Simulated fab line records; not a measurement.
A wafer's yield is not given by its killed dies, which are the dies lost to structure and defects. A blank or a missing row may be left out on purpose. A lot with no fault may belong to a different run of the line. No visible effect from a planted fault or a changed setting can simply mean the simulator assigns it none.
fab line records	flow n5_finfet	part 2 of 2: steps 22 to 32 of 32
record: lots: 5	wafers: 15	last_day: 17
route steps=1938 shown BEOL_M14@1754 BEOL_M15@1773
lots that met no fault: from a run of the same line without faults
start_h: hours from the record's opening day to when the first of the lot's shown wafers began	wait_h: time in hours since the lot's previous step	" the same as in the row above	L1.1+2: a row that stands for several wafers	- either no value or no given start	* or withheld: withheld	< > ~ a bound
route shown NAME@n: a module of which the file shows steps, and the number in the route of the first	usual: average and standard deviation across the fault-free wafers	same: alike in all rows	chamber/n: place in a boat	sites: per-site readings	_std_site: their standard deviation	_edge_site: outer sites' mean less inner sites'	radius_mm: for every site, how far away it sits from the centre of the wafer	mask NAME#n: copy n	behind: tool/chamber where the wafer was last shaped	hold: cause of the lot's hold/its duration in hours/its outcome	device: names the non-switching transistor (n, p or np)	end of line: the same wafers' tests at the end of the route	a step with no rows: only its recipe	killed: count of dies lost to structure and defects at first sort (not the wafer's yield)	map: a wafer's dies, x killed, . not, _ none there
set.NAME: the setting that was run; set.NAME@STEP: the one run at that earlier step	model.NAME: the simulator's own value behind a step, which no gauge read
lots at selected steps of the route; one table per step, one row per wafer
services: the hour from which a tool's chamber was out of use, counted from the record's first day as start_h (under 0 if before that day), plus the number of hours and why
== steps ==
step: N5_BEOL_M15_COAT_58
recipe: resist: BARC	temp_c: 205	time_s: 60	spin_rpm: 1500	resist_thk_nm: 89
usual: resist_line_temp_C: 22.98/0.12
same: time_s: 60
lot.wafer	tool	chamber	start_h	wait_h	resist_line_temp_C
L083.1	litho_track-02	0	308.48	0.0	22.76
L083.2	"	0	"	"	23.00
L083.5	"	0	"	"	23.08
L084.1	litho_track-02	0	308.75	0.0	23.03
L084.4	"	0	"	"	23.25
L084.6	"	0	"	"	23.18
L086.1	litho_track-04	0	333.66	0.0	22.83
L086.2	"	0	"	"	22.85
L086.4	"	0	"	"	22.95
L087.1	litho_track-03	0	357.46	0.0	22.72
L087.4	"	0	"	"	22.90
L087.6	"	0	"	"	23.00
L091.3	litho_track-03	0	383.45	0.0	23.15
L091.5	"	0	"	"	23.24
L091.6	"	0	"	"	23.23
step: N5_BEOL_M15_COAT_04
recipe: spin_rpm: 1704	resist_thk_nm: 800
usual: resist_line_temp_C: 23.00/0.11
lot.wafer	tool	chamber	start_h	wait_h	resist_line_temp_C
L083.1	litho_track-02	0	-	-	23.00
L083.2	"	0	"	"	23.07
L083.5	"	0	"	"	22.87
L084.1	litho_track-02	0	-	-	22.82
L084.4	"	0	"	"	22.95
L084.6	"	0	"	"	22.98
L086.1	litho_track-04	0	-	-	22.84
L086.2	"	0	"	"	22.75
L086.4	"	0	"	"	22.80
L087.1	litho_track-03	0	-	-	23.08
L087.4	"	0	"	"	23.06
L087.6	"	0	"	"	23.12
L091.3	litho_track-03	0	-	-	22.91
L091.5	"	0	"	"	22.80
L091.6	"	0	"	"	22.93
step: N5_BEOL_M15_EBR_06
recipe: solvent: PGMEA	ebr_width_mm: 1.5
usual: resist_line_temp_C: 23.00/0.11
lot.wafer	tool	chamber	start_h	wait_h	resist_line_temp_C
L083.1	litho_track-02	0	-	-	22.97
L083.2	"	0	"	"	22.97
L083.5	"	0	"	"	23.12
L084.1	litho_track-02	0	-	-	23.04
L084.4	"	0	"	"	22.98
L084.6	"	0	"	"	23.05
L086.1	litho_track-04	0	-	-	23.05
L086.2	"	0	"	"	23.01
L086.4	"	0	"	"	23.08
L087.1	litho_track-03	0	-	-	23.09
L087.4	"	0	"	"	23.14
L087.6	"	0	"	"	23.13
L091.3	litho_track-03	0	-	-	22.97
L091.5	"	0	"	"	22.93
L091.6	"	0	"	"	23.11
step: N5_BEOL_M15_SOFTBAKE_05
recipe: temp_c: 130	time_s: 60
usual: resist_line_temp_C: 23.00/0.092
same: time_s: 60
lot.wafer	tool	chamber	start_h	wait_h	resist_line_temp_C
L083.1	litho_track-02	0	-	-	23.05
L083.2	"	0	"	"	22.85
L083.5	"	0	"	"	23.05
L084.1	litho_track-02	0	-	-	23.06
L084.4	"	0	"	"	23.00
L084.6	"	0	"	"	23.15
L086.1	litho_track-04	0	-	-	22.99
L086.2	"	0	"	"	23.00
L086.4	"	0	"	"	22.98
L087.1	litho_track-03	0	-	-	22.93
L087.4	"	0	"	"	22.74
L087.6	"	0	"	"	23.07
L091.3	litho_track-03	0	-	-	23.08
L091.5	"	0	"	"	22.99
L091.6	"	0	"	"	23.00
step: N5_BEOL_M15_EXPOSE_07
recipe: mask_id: V14	na: 0.8	source_shape: annular	sigma_inner: 0.5	sigma_outer: 0.8	polarization: unpolarized	attpsm_phase_deg: 180	dose_mj: 41.25
usual: exposure_dose_mJ_cm2: 41.21/0.039	focus_offset_nm: -0.1/0.54
lot.wafer	tool	chamber	start_h	wait_h	mask	exposure_dose_mJ_cm2	focus_offset_nm
L083.1	krf_scanner-02	0	308.61	-	V14#0	41.25	0.5
L083.2	"	0	"	"	V14#0	41.18	0.2
L083.5	"	0	"	"	V14#0	41.23	0.2
L084.1	krf_scanner-02	0	308.85	-	V14#0	41.15	-0.3
L084.4	"	0	"	"	V14#0	41.18	-0.6
L084.6	"	0	"	"	V14#0	41.13	-0.8
L086.1	krf_scanner-01	0	333.88	-	V14#0	41.20	-0.2
L086.2	"	0	"	"	V14#0	41.26	-0.4
L086.4	"	0	"	"	V14#0	41.20	0.2
L087.1	krf_scanner-02	0	357.69	-	V14#0	41.24	0.7
L087.4	"	0	"	"	V14#0	41.24	0.3
L087.6	"	0	"	"	V14#0	41.23	0.6
L091.3	krf_scanner-01	0	383.56	-	V14#0	41.22	0.3
L091.5	"	0	"	"	V14#0	41.21	-0.4
L091.6	"	0	"	"	V14#0	41.24	-0.8
step: N5_BEOL_M15_PEB_08
recipe: peb_temp_c: 130	peb_time_s: 90
usual: resist_line_temp_C: 23.00/0.11
lot.wafer	tool	chamber	start_h	wait_h	resist_line_temp_C
L083.1	litho_track-02	0	308.67	0.1	22.97
L083.2	"	0	"	"	22.85
L083.5	"	0	"	"	22.82
L084.1	litho_track-02	0	308.91	0.1	22.87
L084.4	"	0	"	"	22.83
L084.6	"	0	"	"	23.04
L086.1	litho_track-04	0	333.94	0.1	22.99
L086.2	"	0	"	"	23.00
L086.4	"	0	"	"	22.98
L087.1	litho_track-03	0	357.74	0.1	22.89
L087.4	"	0	"	"	22.90
L087.6	"	0	"	"	23.05
L091.3	litho_track-04	0	383.61	0.0	23.09
L091.5	"	0	"	"	23.22
L091.6	"	0	"	"	23.19
step: N5_BEOL_M15_DEVELOP_09
recipe: develop_time_s: 45	rinse_liquid: diw	dry: air_spin	dev_temp_c: 21
usual: resist_line_temp_C: 22.99/0.11
lot.wafer	tool	chamber	start_h	wait_h	resist_line_temp_C
L083.1	litho_track-02	0	-	-	23.07
L083.2	"	0	"	"	23.14
L083.5	"	0	"	"	22.98
L084.1	litho_track-02	0	-	-	23.07
L084.4	"	0	"	"	23.01
L084.6	"	0	"	"	23.00
L086.1	litho_track-04	0	-	-	22.93
L086.2	"	0	"	"	22.88
L086.4	"	0	"	"	22.91
L087.1	litho_track-03	0	-	-	22.96
L087.4	"	0	"	"	22.96
L087.6	"	0	"	"	22.79
L091.3	litho_track-04	0	-	-	23.14
L091.5	"	0	"	"	23.16
L091.6	"	0	"	"	22.95
step: N5_BEOL_M15_HARDBAKE_14
recipe: temp_c: 130	time_s: 120
usual: resist_line_temp_C: 23.02/0.1
same: time_s: 120
lot.wafer	tool	chamber	start_h	wait_h	resist_line_temp_C
L083.1	litho_track-02	0	-	-	22.95
L083.2	"	0	"	"	23.02
L083.5	"	0	"	"	23.02
L084.1	litho_track-02	0	-	-	23.04
L084.4	"	0	"	"	23.13
L084.6	"	0	"	"	22.82
L086.1	litho_track-04	0	-	-	23.11
L086.2	"	0	"	"	23.04
L086.4	"	0	"	"	23.13
L087.1	litho_track-03	0	-	-	23.00
L087.4	"	0	"	"	22.86
L087.6	"	0	"	"	22.94
L091.3	litho_track-04	0	-	-	23.10
L091.5	"	0	"	"	22.94
L091.6	"	0	"	"	22.88
step: N5_BEOL_M15_CD_MEAS_10
recipe: target_cd_nm: 360	landing_energy_ev: 500	detector: se_inlens	polarity: opening
usual: cd_nm: 360.2/1.7
lot.wafer	tool	chamber	start_h	wait_h	cd_nm
L083.1	cd_sem-03	0	308.78	-	360.5
L083.2	"	0	"	"	359.5
L083.5	"	0	"	"	360.4
L084.1	cd_sem-03	0	309.02	-	361.7
L084.4	"	0	"	"	362.1
L084.6	"	0	"	"	363.3
L086.1	cd_sem-01	0	334.06	-	358.4
L086.2	"	0	"	"	358.5
L086.4	"	0	"	"	358.5
L087.1	cd_sem-01	0	357.86	-	359.7
L087.4	"	0	"	"	359.8
L087.6	"	0	"	"	359.7
L091.3	cd_sem-03	0	383.72	-	359.7
L091.5	"	0	"	"	359.6
L091.6	"	0	"	"	359.6
step: N5_BEOL_M15_OVL_MEAS_11
recipe: points_per_wafer: 44
usual: V14_OVL: 2/5
lot.wafer	tool	chamber	start_h	wait_h	V14_OVL[nm]
L083.1	overlay-01	0	308.81	0.0	-2
L083.2	"	0	"	"	4
L083.5	"	0	"	"	0
L084.1	overlay-01	0	309.05	0.0	4
L084.4	"	0	"	"	-1
L084.6	"	0	"	"	-2
L086.1	overlay-01	0	334.09	0.0	-10
L086.2	"	0	"	"	4
L086.4	"	0	"	"	7
L087.1	overlay-01	0	357.89	0.0	11
L087.4	"	0	"	"	13
L087.6	"	0	"	"	5
L091.3	overlay-01	0	383.75	0.0	-4
L091.5	"	0	"	"	-1
L091.6	"	0	"	"	-3
step: N5_BEOL_M15_INSPECT_12
recipe: mode: adi	inspect_instrument: macro
usual: raw_defect_count: 2/1.4
lot.wafer	tool	chamber	start_h	wait_h	raw_defect_count
L083.1	defect_inspect-02	-	308.84	0.0	1
L083.2	"	-	"	"	1
L083.5	"	-	"	"	2
L084.1	defect_inspect-01	-	309.08	0.0	1
L084.4	"	-	"	"	1
L084.6	"	-	"	"	3
L086.1	defect_inspect-01	-	334.11	0.0	4
L086.2	"	-	"	"	2
L086.4	"	-	"	"	1
L087.1	defect_inspect-02	-	357.91	0.0	2
L087.4	"	-	"	"	2
L087.6	"	-	"	"	3
L091.3	defect_inspect-02	-	383.78	0.0	2
L091.5	"	-	"	"	2
L091.6	"	-	"	"	4
== services ==
tool	chamber	start_h	hours	kind
krf_scanner-01	-	284.85	28.8	repair
cmp-04	-	285.45	0.6	repair
rie_diel-03	0	298.30	15.4	repair
krf_scanner-02	-	298.43	6.0	repair
cmp-03	-	301.54	3.1	repair
cmp-04	-	310.21	2.9	repair
cmp-03	-	311.26	4.0	pm
krf_scanner-01	-	313.69	3.6	pm
rie_diel-02	2	324.37	9.4	repair
rie_diel-03	1	329.91	16.6	repair
cmp-04	-	332.89	15.3	pm
wet_bench-05	-	333.73	41.4	repair
krf_scanner-02	-	334.18	0.8	repair
ecd_cu-01	-	338.44	0.9	repair
krf_scanner-01	-	345.45	0.8	pm
cmp-04	-	355.97	2.6	repair
krf_scanner-02	-	359.50	1.0	pm
rie_diel-04	-	359.62	15.6	pm
krf_scanner-02	-	360.50	4.4	pm
rie_diel-03	-	369.26	2.8	pm
pecvd-02	2	371.36	2.1	scheduled_down
litho_track-04	-	373.97	-	consumable_replace:filter
pecvd-03	1	377.82	2.1	scheduled_down
pecvd-03	-	381.89	0.8	repair
